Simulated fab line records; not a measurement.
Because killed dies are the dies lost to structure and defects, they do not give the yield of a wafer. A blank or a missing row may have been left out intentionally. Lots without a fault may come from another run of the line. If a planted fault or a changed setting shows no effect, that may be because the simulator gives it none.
fab line records	flow n5_finfet	part 1 of 2: steps 1 to 15 of 26
[record] lots = 5	wafers = 15	last_day = 15
route steps=1938 shown BEOL_M1@786
lots with no fault: from the same line, run without faults
start_h: hours from the record's opening day to when the first of the lot's shown wafers began	wait_h: time in hours since the lot's previous step	" same as the row above	L1.1+2: a row that stands for several wafers	- either no value or no given start	* or withheld: withheld	< > ~ a bound
route shown NAME@n: a module of which the file shows steps, and the number in the route of the first	usual: the fault-free wafers' mean and standard deviation	same: alike in all rows	chamber/n: place in a boat	sites: each site's reading	_std_site: their standard deviation	_edge_site: inner sites' mean taken away from outer sites' mean	radius_mm: how far each site lies from the wafer's centre	mask NAME#n: copy n	behind: the last tool/chamber to shape the wafer	hold: why the lot went on hold/how many hours it stayed there/how the hold came to an end	device: names the non-switching transistor (n, p or np)	end of line: the same wafers' tests at the end of the route	a step without rows: its recipe alone	killed: count of dies lost to structure and defects at first sort (not the wafer's yield)	map: shows each die of a wafer: x if killed, . if not, _ if none is there
set.NAME: the setting that was run; set.NAME@STEP: the one run at that earlier step	model.NAME: the simulator's own value behind a step, which no gauge read
lots at some steps of the route; a table a step, a row a wafer
services: when a tool's chamber went out of use (start_h, in hours from the record's first day, below 0 if earlier), for how many hours, and the reason
[[steps]]
[step N5_BEOL_M1_CD_MEAS_28]
[recipe] landing_energy_ev = 500	detector = se_inlens	target_cd_y_nm = 23.3
[usual] cd_nm = 23.91/0.26
lot.wafer	tool	chamber	start_h	wait_h	cd_nm
L074.1	cd_sem-02	0	123.78	-	23.60
L074.2	"	0	"	"	24.09
L074.4	"	0	"	"	23.67
L076.1	cd_sem-01	0	140.92	-	23.78
L076.2	"	0	"	"	23.79
L076.5	"	0	"	"	23.78
L078.2	cd_sem-02	0	154.61	-	23.85
L078.4	"	0	"	"	24.11
L078.5	"	0	"	"	23.96
L084.1	cd_sem-02	0	183.69	-	24.07
L084.2	"	0	"	"	24.38
L084.5	"	0	"	"	23.89
L089.2	cd_sem-02	0	214.71	-	24.14
L089.3	"	0	"	"	23.92
L089.4	"	0	"	"	24.27
[step N5_BEOL_M1_OVL_MEAS_29]
[recipe] points_per_wafer = 522
[usual] V0_OVL = -0.2/0.64
lot.wafer	tool	chamber	start_h	wait_h	V0_OVL[nm]
L074.1	overlay-02	0	123.81	0.0	-1.4
L074.2	"	0	"	"	-0.6
L074.4	"	0	"	"	-0.1
L076.1	overlay-01	0	140.95	0.0	-0.3
L076.2	"	0	"	"	-0.7
L076.5	"	0	"	"	-0.6
L078.2	overlay-02	0	154.65	0.0	-0.7
L078.4	"	0	"	"	0.4
L078.5	"	0	"	"	0.2
L084.1	overlay-02	0	183.73	0.0	-0.4
L084.2	"	0	"	"	-1.1
L084.5	"	0	"	"	0.0
L089.2	overlay-02	0	214.75	0.0	-0.2
L089.3	"	0	"	"	-1.0
L089.4	"	0	"	"	-0.2
[step N5_BEOL_M1_INSPECT_30]
[recipe] mode = adi	inspect_instrument = brightfield
[usual] raw_defect_count = 421/83
lot.wafer	tool	chamber	start_h	wait_h	raw_defect_count
L074.1	defect_inspect-01	-	123.87	0.1	454
L074.2	"	-	"	"	332
L074.4	"	-	"	"	563
L076.1	defect_inspect-02	-	141.01	0.1	482
L076.2	"	-	"	"	567
L076.5	"	-	"	"	519
L078.2	defect_inspect-01	-	154.70	0.0	238
L078.4	"	-	"	"	358
L078.5	"	-	"	"	326
L084.1	defect_inspect-02	-	183.78	0.1	280
L084.2	"	-	"	"	464
L084.5	"	-	"	"	565
L089.2	defect_inspect-01	-	214.80	0.0	428
L089.3	"	-	"	"	439
L089.4	"	-	"	"	381
[step N5_BEOL_M1_DESCUM_33]
[recipe] chemistry = O2	time_s = 7	source_power_w = 50	bias_power_w = 20	pressure_mtorr = 20	rf_frequency_hz = 2.712e+07	temp_c = 40	resist = CAR-EUV	o2_flow_sccm = 225
[usual] drypump_motor_current_A = 5.7/0.35	oes_product_au = 0.76/0.071	rf_vpp_V = 243.2/1.4	showerhead_plenum_p_Torr = 2.10/0.068	throttle_valve_pct = 20.61/0.25
lot.wafer	tool	chamber	start_h	wait_h	drypump_motor_current_A	oes_product_au	rf_hours_counter_h	rf_vpp_V	showerhead_plenum_p_Torr	throttle_valve_pct
L074.1	rie_diel-03	2	123.91	0.0	5.5	0.74	149	242.2	2.01	20.66
L074.2	"	1	"	"	5.8	0.76	164	243.6	2.11	20.69
L074.4	"	0	"	"	5.6	0.74	134	245.1	2.19	20.69
L076.1	rie_diel-03	3	141.04	0.0	5.3	0.76	166	244.9	2.19	20.67
L076.2	"	0	"	"	5.7	0.73	138	243.6	2.19	20.70
L076.5	"	2	"	"	5.4	0.74	-	241.5	2.01	20.68
L078.2	rie_diel-04	3	155.05	0.4	5.9	0.72	209	242.0	2.09	20.96
L078.4	"	2	"	"	5.7	0.73	-	245.7	2.18	20.15
L078.5	"	3	"	"	5.9	0.72	-	243.1	2.09	20.97
L084.1	rie_diel-03	1	183.82	0.0	5.8	0.74	181	242.9	2.10	20.72
L084.2	"	3	"	"	5.2	0.75	179	243.4	2.19	20.69
L084.5	"	1	"	"	5.8	0.74	-	242.7	2.10	20.72
L089.2	rie_diel-01	3	214.83	0.0	5.8	0.72	190	240.9	2.02	20.52
L089.3	"	0	"	"	5.3	1.00	3	244.0	2.15	20.54
L089.4	"	0	"	"	5.3	1.00	-	244.4	2.16	20.54
[step N5_BEOL_M1_ETCH_77]
[recipe] chemistry = N2/H2	target = underlayer	target_depth_a = 65	mask_material = CAR-EUV	time_s = 5.2	ion_energy_ev = 200	pressure_mtorr = 30	source_w = 840	bias_w = 150	n2_flow_sccm = 200	h2_flow_sccm = 200	ends = cleared
[usual] drypump_motor_current_A = 5.7/0.35	etch_rf_on_time_s = 5.23/0.099	oes_product_au = 0.64/0.061	rf_vpp_V = 524.0/2.7	showerhead_plenum_p_Torr = 2.54/0.085	throttle_valve_pct = 17.96/0.23
lot.wafer	tool	chamber	start_h	wait_h	drypump_motor_current_A	etch_rf_on_time_s	oes_product_au	rf_hours_counter_h	rf_vpp_V	showerhead_plenum_p_Torr	throttle_valve_pct
L074.1	rie_diel-03	2	123.94	0.0	5.5	5.27	0.64	149	520.5	2.44	18.08
L074.2	"	1	"	"	5.8	5.25	0.64	164	523.2	2.53	17.99
L074.4	"	0	"	"	5.7	5.34	0.62	134	527.9	2.67	18.14
L076.1	rie_diel-03	3	141.08	0.0	5.3	5.11	0.65	166	525.4	2.63	17.84
L076.2	"	0	"	"	5.7	5.30	0.62	138	527.4	2.67	18.15
L076.5	"	2	"	"	5.5	5.19	0.65	-	520.7	2.43	18.11
L078.2	rie_diel-04	3	155.08	0.0	5.9	5.15	0.61	209	523.4	2.51	18.22
L078.4	"	2	"	"	5.7	5.38	0.61	-	527.6	2.64	17.52
L078.5	"	3	"	"	6.0	5.18	0.62	-	522.9	2.51	18.22
L084.1	rie_diel-03	1	183.85	0.0	5.7	5.21	0.64	181	524.8	2.52	18.01
L084.2	"	3	"	"	5.3	5.16	0.65	179	526.3	2.63	17.86
L084.5	"	1	"	"	5.8	5.29	0.62	-	523.8	2.52	18.00
L089.2	rie_diel-01	3	214.87	0.0	5.8	5.35	0.61	190	520.5	2.43	17.85
L089.3	"	0	"	"	5.3	5.04	0.85	3	526.6	2.59	17.78
L089.4	"	0	"	"	5.3	5.04	0.83	-	526.9	2.59	17.77
[step N5_BEOL_M1_ETCH_69]
[recipe] chemistry = CF4	target = SiARC	target_depth_a = 156	mask_material = CAR-EUV	time_s = 26	ion_energy_ev = 80	pressure_mtorr = 40	source_w = 545	bias_w = 36	Ar_flow_sccm = 100	cf4_flow_sccm = 100	ends = cleared
[usual] drypump_motor_current_A = 5.7/0.35	etch_rf_on_time_s = 26.1/0.47	oes_product_au = 0.65/0.061	rf_vpp_V = 184.1/1.1	showerhead_plenum_p_Torr = 2.15/0.064	throttle_valve_pct = 15.75/0.22
lot.wafer	tool	chamber	start_h	wait_h	drypump_motor_current_A	etch_rf_on_time_s	oes_product_au	rf_hours_counter_h	rf_vpp_V	showerhead_plenum_p_Torr	throttle_valve_pct
L074.1	rie_diel-03	2	123.96	0.0	5.5	25.8	0.65	149	182.4	2.07	15.88
L074.2	"	1	"	"	5.7	26.1	0.65	164	184.5	2.15	15.73
L074.4	"	0	"	"	5.7	26.1	0.63	134	186.1	2.23	15.82
L076.1	rie_diel-03	3	141.09	0.0	5.2	26.0	0.65	166	185.9	2.23	15.88
L076.2	"	0	"	"	5.6	26.3	0.63	138	185.1	2.23	15.83
L076.5	"	2	"	"	5.5	25.9	0.65	-	182.1	2.07	15.90
L078.2	rie_diel-04	3	155.10	0.0	6.0	25.8	0.62	209	185.1	2.13	16.09
L078.4	"	2	"	"	5.7	26.3	0.62	-	186.6	2.21	15.30
L078.5	"	3	"	"	6.0	25.7	0.62	-	184.2	2.13	16.10
L084.1	rie_diel-03	1	183.87	0.0	5.7	26.3	0.64	181	182.5	2.14	15.79
L084.2	"	3	"	"	5.3	25.9	0.64	179	184.5	2.23	15.90
L084.5	"	1	"	"	5.7	26.5	0.63	-	182.8	2.14	15.80
L089.2	rie_diel-01	3	214.88	0.0	5.8	26.6	0.61	190	183.6	2.05	15.65
L089.3	"	0	"	"	5.3	24.6	0.86	3	185.2	2.19	15.55
L089.4	"	0	"	"	5.3	24.7	0.85	-	184.7	2.19	15.56
[step N5_BEOL_M1_ALD_98]
[recipe] material = SiO2	target_thk_a = 25	temp_c = 100	ald_precursor_family = BDEAS	ald_co_reactant = O2-plasma	pulse_time_s = 1	co_reactant_pulse_time_s = 1	purge_time_s = 2	co_reactant_purge_time_s = 2	ald_cycles = 17	pressure_torr = 2
[usual] heater_power_w = 74/5.8	precursor_pulse_height_rel = 0.999/0.018
lot.wafer	tool	chamber	start_h	wait_h	heater_power_w	precursor_pulse_height_rel	since_wet_clean_h
L074.1	ald_sin-02	2	124.04	0.1	83	0.995	312
L074.2	"	1	"	"	73	0.990	312
L074.4	"	0	"	"	71	0.993	312
L076.1	ald_sin-01	3	141.17	0.1	78	0.990	133
L076.2	"	2	"	"	70	0.981	133
L076.5	"	3	"	"	82	0.990	-
L078.2	ald_sin-03	1	155.18	0.1	67	0.980	252
L078.4	"	3	"	"	80	1.014	252
L078.5	"	1	"	"	64	1.020	-
L084.1	ald_sin-01	2	184.31	0.4	71	1.011	177
L084.2	"	0	"	"	71	0.947	177
L084.5	"	3	"	"	83	1.003	-
L089.2	ald_sin-03	0	214.97	0.1	78	0.985	312
L089.3	"	3	"	"	82	0.969	312
L089.4	"	2	"	"	66	1.003	312
[step N5_BEOL_M1_ETCHBACK_99]
[recipe] chemistry = CHF3	target = SiO2	target_depth_a = 50	time_s = 10.4	source_w = 215	bias_w = 47	Ar_flow_sccm = 200	CHF3_flow_sccm = 12	ion_energy_ev = 100	pressure_mtorr = 30
[usual] drypump_motor_current_A = 5.7/0.4	oes_ar_750_au = 0.76/0.072	oes_product_au = 0.75/0.077	rf_vpp_V = 239/4.1	showerhead_plenum_p_Torr = 2.15/0.064	throttle_valve_pct = 17.19/0.26
lot.wafer	tool	chamber	start_h	wait_h	drypump_motor_current_A	oes_ar_750_au	oes_product_au	rf_hours_counter_h	rf_vpp_V	showerhead_plenum_p_Torr	throttle_valve_pct
L074.1	rie_diel-01	0	131.58	7.5	5.3	0.72	0.69	233	235	2.19	17.37
L074.2	"	1	"	"	6.0	0.91	0.91	19	245	2.20	16.70
L074.4	"	2	"	"	6.3	0.77	0.73	150	235	2.15	17.12
L076.1	rie_diel-01	0	143.51	2.3	5.3	0.71	0.70	237	232	2.19	17.38
L076.2	"	1	"	"	6.0	0.91	0.91	22	245	2.20	16.70
L076.5	"	0	"	"	5.3	0.71	0.69	-	232	2.19	17.40
L078.2	rie_diel-01	2	155.65	0.4	6.3	0.76	0.74	156	235	2.15	17.15
L078.4	"	0	"	"	5.3	0.71	0.70	241	233	2.19	17.37
L078.5	"	3	"	"	5.8	0.74	0.73	-	238	2.06	17.00
L084.1	rie_diel-01	2	184.43	0.1	6.2	0.75	0.73	164	235	2.14	17.18
L084.2	"	1	"	"	6.0	0.88	0.88	33	244	2.19	16.69
L084.5	"	0	"	"	5.2	0.71	0.68	-	232	2.18	17.41
L089.2	rie_diel-04	0	217.41	2.4	4.7	0.69	0.69	214	244	2.05	17.33
L089.3	"	2	"	"	5.7	0.71	0.71	195	239	2.22	16.80
L089.4	"	3	"	"	5.9	0.72	0.71	229	242	2.13	17.56
[step N5_BEOL_M1_ETCH_70]
[recipe] chemistry = N2/H2	target = SOC	target_depth_a = 800	overetch_a = 160	mask_material = SiARC	temp_c = 40	time_s = 120	ion_energy_ev = 200	pressure_mtorr = 30	source_w = 840	bias_w = 150	n2_flow_sccm = 200	h2_flow_sccm = 200
[usual] drypump_motor_current_A = 5.7/0.39	oes_product_au = 0.58/0.054	rf_vpp_V = 523.8/2.4	showerhead_plenum_p_Torr = 2.53/0.08	throttle_valve_pct = 17.91/0.27
lot.wafer	tool	chamber	start_h	wait_h	drypump_motor_current_A	oes_product_au	rf_hours_counter_h	rf_vpp_V	showerhead_plenum_p_Torr	throttle_valve_pct
L074.1	rie_diel-01	0	131.62	0.0	5.3	0.53	233	526.7	2.60	18.14
L074.2	"	1	"	"	6.0	0.70	19	526.8	2.58	17.36
L074.4	"	2	"	"	6.2	0.57	150	524.9	2.55	17.98
L076.1	rie_diel-01	0	143.55	0.0	5.3	0.54	237	526.1	2.60	18.16
L076.2	"	1	"	"	6.0	0.69	22	525.2	2.58	17.36
L076.5	"	1	"	"	6.0	0.69	-	524.7	2.58	17.33
L078.2	rie_diel-01	2	155.69	0.0	6.3	0.57	156	524.4	2.54	18.00
L078.4	"	0	"	"	5.3	0.54	241	525.2	2.60	18.15
L078.5	"	3	"	"	5.8	0.56	-	521.8	2.44	17.79
L084.1	rie_diel-01	2	184.47	0.0	6.3	0.56	164	524.3	2.54	17.99
L084.2	"	1	"	"	6.0	0.68	33	524.9	2.58	17.36
L084.5	"	0	"	"	5.3	0.53	-	524.8	2.59	18.17
L089.2	rie_diel-04	0	217.45	0.0	4.7	0.53	214	519.2	2.41	18.18
L089.3	"	2	"	"	5.7	0.54	195	527.1	2.63	17.52
L089.4	"	3	"	"	6.0	0.54	229	525.2	2.51	18.21
[step N5_BEOL_M1_STRIP_71]
[recipe] chemistry = N2/H2	temp_c = 40	n2_flow_sccm = 200	h2_flow_sccm = 200	rf_frequency_hz = 6e+07
lot.wafer	tool	chamber	start_h	wait_h
L074.1+2+4	rie_diel-01	0,1,2	131.70	0.0
L076.1+2+5	rie_diel-01	0,1,1	143.63	0.0
L078.2+4+5	rie_diel-01	2,0,3	155.77	0.0
L084.1+2+5	rie_diel-01	2,1,0	184.55	0.0
L089.2+3+4	rie_diel-04	0,2,3	217.53	0.0
[step N5_BEOL_M1_STRIP_78]
[recipe] chemistry = N2/H2	temp_c = 40	n2_flow_sccm = 200	h2_flow_sccm = 200	rf_frequency_hz = 6e+07
lot.wafer	tool	chamber	start_h	wait_h
L074.1+2+4	rie_diel-01	0,1,2	131.71	0.0
L076.1+2+5	rie_diel-01	0,1,1	143.64	0.0
L078.2+4+5	rie_diel-01	2,0,3	155.78	0.0
L084.1+2+5	rie_diel-01	2,1,0	184.56	0.0
L089.2+3+4	rie_diel-04	0,2,3	217.54	0.0
[step N5_BEOL_M1_VIA_ETCH_34]
[recipe] chemistry = C4F6/O2	target_depth_a = 678	mask_material = SOC	pressure_mtorr = 15	ion_energy_ev = 250	taper_deg = 4	time_s = 64.4	source_w = 350	bias_w = 170	Ar_flow_sccm = 300	C4F6_flow_sccm = 10	O2_flow_sccm = 10
[usual] O2_flow_sccm = 10.002/0.029	drypump_motor_current_A = 5.7/0.39	oes_ar_750_au = 0.76/0.072	oes_product_au = 0.75/0.077	rf_vpp_V = 662/11	showerhead_plenum_p_Torr = 2.84/0.083	throttle_valve_pct = 30.86/0.29
lot.wafer	tool	chamber	start_h	wait_h	O2_flow_sccm	drypump_motor_current_A	oes_ar_750_au	oes_product_au	rf_hours_counter_h	rf_vpp_V	showerhead_plenum_p_Torr	throttle_valve_pct
L074.1	rie_diel-01	0	131.72	0.0	9.979	5.3	0.72	0.69	233	644	2.89	30.92
L074.2	"	1	"	"	9.970	6.0	0.92	0.92	19	675	2.90	30.44
L074.4	"	2	"	"	10.011	6.2	0.76	0.74	150	649	2.84	30.78
L076.1	rie_diel-01	0	143.65	0.0	9.995	5.3	0.71	0.69	237	645	2.89	30.91
L076.2	"	1	"	"	9.997	6.0	0.90	0.91	22	675	2.90	30.44
L076.5	"	1	"	"	10.028	6.0	0.90	0.90	-	676	2.90	30.45
L078.2	rie_diel-01	2	155.79	0.0	10.031	6.3	0.76	0.74	156	649	2.83	30.79
L078.4	"	0	"	"	9.997	5.3	0.71	0.69	241	644	2.89	30.92
L078.5	"	3	"	"	10.063	5.8	0.74	0.73	-	662	2.72	30.55
L084.1	rie_diel-01	2	184.57	0.0	10.046	6.3	0.74	0.73	164	649	2.83	30.80
L084.2	"	1	"	"	10.000	6.0	0.89	0.89	33	675	2.89	30.44
L084.5	"	0	"	"	10.000	5.3	0.71	0.69	-	645	2.88	30.92
L089.2	rie_diel-04	0	217.55	0.0	10.024	4.7	0.69	0.69	214	670	2.71	31.06
L089.3	"	2	"	"	10.008	5.7	0.71	0.71	195	661	2.92	30.33
L089.4	"	3	"	"	9.980	6.0	0.72	0.70	230	672	2.81	31.16
[step N5_BEOL_M1_STRIP_83]
[recipe] chemistry = C4F6/O2	resist = SiARC	rf_frequency_hz = 6e+07
lot.wafer	tool	chamber	start_h	wait_h
L074.1+2+4	rie_diel-01	0,1,2	131.77	0.0
L076.1+2+5	rie_diel-01	0,1,1	143.70	0.0
L078.2+4+5	rie_diel-01	2,0,3	155.84	0.0
L084.1+2+5	rie_diel-01	2,1,0	184.62	0.0
L089.2+3+4	rie_diel-04	0,2,3	217.60	0.0
[step N5_BEOL_M1_STRIP_36]
[recipe] chemistry = N2/H2	power_w = 450	temp_c = 40	pressure_mtorr = 20	rf_frequency_hz = 6e+07	overash_fraction = 0.3	bias_power_w = 7	h2_frac = 0.5	n2_flow_sccm = 200	h2_flow_sccm = 200
[usual] drypump_motor_current_A = 5.7/0.4	oes_product_au = 0.75/0.076	rf_vpp_V = 59.1/1.5	showerhead_plenum_p_Torr = 2.53/0.08	throttle_valve_pct = 23.7/0.3
lot.wafer	tool	chamber	start_h	wait_h	drypump_motor_current_A	oes_product_au	rf_hours_counter_h	rf_vpp_V	showerhead_plenum_p_Torr	throttle_valve_pct
L074.1	rie_diel-01	0	131.78	0.0	5.3	0.70	233	58.7	2.60	23.9
L074.2	"	1	"	"	6.0	0.93	19	57.6	2.58	23.2
L074.4	"	2	"	"	6.2	0.73	150	60.4	2.54	23.8
L076.1	rie_diel-01	0	143.71	0.0	5.3	0.70	237	60.4	2.59	23.9
L076.2	"	1	"	"	6.0	0.92	22	57.0	2.58	23.2
L076.5	"	1	"	"	6.0	0.90	-	56.3	2.58	23.2
L078.2	rie_diel-01	2	155.85	0.0	6.3	0.72	156	60.6	2.54	23.8
L078.4	"	0	"	"	5.3	0.70	241	59.1	2.59	23.9
L078.5	"	3	"	"	5.8	0.73	-	60.3	2.43	23.6
L084.1	rie_diel-01	2	184.63	0.0	6.3	0.72	164	60.3	2.54	23.8
L084.2	"	1	"	"	6.0	0.89	33	58.3	2.57	23.2
L084.5	"	0	"	"	5.3	0.69	-	59.8	2.59	23.9
L089.2	rie_diel-04	0	217.61	0.0	4.7	0.68	214	59.6	2.41	24.2
L089.3	"	2	"	"	5.7	0.72	195	59.1	2.63	23.3
L089.4	"	3	"	"	6.0	0.71	230	60.8	2.50	23.9
[step N5_BEOL_M1_TRENCH_ETCH_37]
[recipe] chemistry = C4F6/O2	target_depth_a = 552.07	target = SiOC	time_s = 29	ion_energy_ev = 250	pressure_mtorr = 30	source_w = 355	bias_w = 185	Ar_flow_sccm = 300	C4F6_flow_sccm = 10	O2_flow_sccm = 10
[usual] O2_flow_sccm = 10.01/0.031	drypump_motor_current_A = 5.7/0.4	oes_ar_750_au = 0.76/0.072	oes_product_au = 0.75/0.077	rf_vpp_V = 661/11	showerhead_plenum_p_Torr = 2.84/0.082	throttle_valve_pct = 20.97/0.26
lot.wafer	tool	chamber	start_h	wait_h	O2_flow_sccm	drypump_motor_current_A	oes_ar_750_au	oes_product_au	rf_hours_counter_h	rf_vpp_V	showerhead_plenum_p_Torr	throttle_valve_pct
L074.1	rie_diel-01	0	-	-	10.03	5.3	0.71	0.69	233	644	2.90	21.13
L074.2	"	1	"	"	9.99	6.0	0.91	0.92	19	674	2.91	20.51
L074.4	"	2	"	"	9.98	6.3	0.76	0.73	150	648	2.84	20.92
L076.1	rie_diel-01	0	-	-	10.03	5.3	0.71	0.69	237	647	2.90	21.16
L076.2	"	1	"	"	10.00	6.0	0.90	0.91	22	677	2.90	20.50
L076.5	"	1	"	"	10.02	6.0	0.90	0.90	-	676	2.90	20.49
L078.2	rie_diel-01	2	-	-	10.04	6.3	0.75	0.73	156	649	2.84	20.93
L078.4	"	0	"	"	9.97	5.3	0.71	0.69	241	643	2.89	21.13
L078.5	"	3	"	"	10.04	5.8	0.73	0.72	-	663	2.73	20.77
L084.1	rie_diel-01	2	-	-	9.98	6.3	0.75	0.72	164	648	2.84	20.97
L084.2	"	1	"	"	10.02	6.0	0.88	0.88	33	675	2.90	20.53
L084.5	"	0	"	"	10.05	5.2	0.70	0.68	-	644	2.89	21.14
L089.2	rie_diel-04	0	-	-	10.05	4.7	0.69	0.69	214	670	2.72	21.11
L089.3	"	2	"	"	10.03	5.8	0.71	0.71	195	662	2.93	20.51
L089.4	"	3	"	"	10.01	5.9	0.72	0.71	230	671	2.81	21.33
